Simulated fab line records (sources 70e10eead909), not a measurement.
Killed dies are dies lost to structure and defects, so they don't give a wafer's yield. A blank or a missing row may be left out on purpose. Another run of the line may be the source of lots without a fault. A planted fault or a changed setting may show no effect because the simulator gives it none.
Matching of chambers | flow nand-harc | NHARC_A_STAIRCASE_ALD_420 on ald-hk-01: 4 sister chambers
The step deposits SiO2, target thk 20 nm, pulse time 6 s, ald cycles 200. 16 wafers are shown with their chamber, then 8 later ones without.

## WAFERS, EACH WITH ITS CHAMBER
wafer  | chamber | heater-power-w (W) | precursor-pulse-height-rel
L075.1 | 0       | 517                | 0.984
L075.4 | 1       | 361                | 1.051
L075.6 | 3       | 473                | 0.995
L079.2 | 2       | 423                | 1.004
L079.5 | 2       | 439                | 1.031
L079.6 | 1       | 360                | 1.006
L080.1 | 2       | 428                | 0.999
L080.2 | 0       | 509                | 0.998
L080.4 | 1       | 381                | 1.027
L086.1 | 3       | 440                | 1.003
L086.2 | 2       | 455                | 1.012
L086.5 | 0       | 489                | 1.001
L089.2 | 2       | 456                | 0.989
L089.4 | 1       | 377                | 1.010
L089.5 | 0       | 499                | 1.016
L090.2 | 2       | 452                | 1.023

SIGNATURES, as means of the wafers listed above
reading                    | chamber 0 | chamber 1 | chamber 2 | chamber 3 | scatter within a chamber
heater-power-w             | 503.50    | 369.75    | 442.17    | 456.50    | 14.1
precursor-pulse-height-rel | 0.99975   | 1.02350   | 1.00967   | 0.99900   | 0.0159
Rule: a wafer lies at a distance from a chamber equal to the root of the sum of squares, over the readings, of (its reading less the chamber's mean, divided by the reading's scatter). If the next closest chamber is less than 2 further off than the closest, the wafer can't be placed; otherwise it belongs to the closest. The scatter: take each reading less its chamber's mean, square it, sum over the shown wafers, divide by the number of wafers less the number of chambers, and take the root.

## WAFERS WITHOUT THEIR CHAMBER
wafer  | heater-power-w (W) | precursor-pulse-height-rel
L090.5 | 500                | 1.002
L090.6 | 439                | 1.007
L091.1 | 435                | 0.985
L091.2 | 490                | 1.014
L091.3 | 459                | 0.989
L093.4 | 435                | 1.003
L093.5 | 466                | 0.958
L093.6 | 383                | 1.007

## EACH ONE'S CHAMBER
wafer  | from the rows above          | in truth
L090.5 | 0                            | 0
L090.6 | can't be placed: 2 or 3      | 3
L091.1 | can't be placed: 2 or 3      | 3
L091.2 | can't be placed: 0 or 3      | 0
L091.3 | can't be placed: 3 or 2      | 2
L093.4 | can't be placed: 2 or 3      | 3
L093.5 | can't be placed: 3 or 2 or 0 | 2
L093.6 | 1                            | 1
Placed correctly: 2 of 8. Cannot be placed on the basis of these rows: 6; the candidates contain the true chamber in 6. 0 placed wrongly.
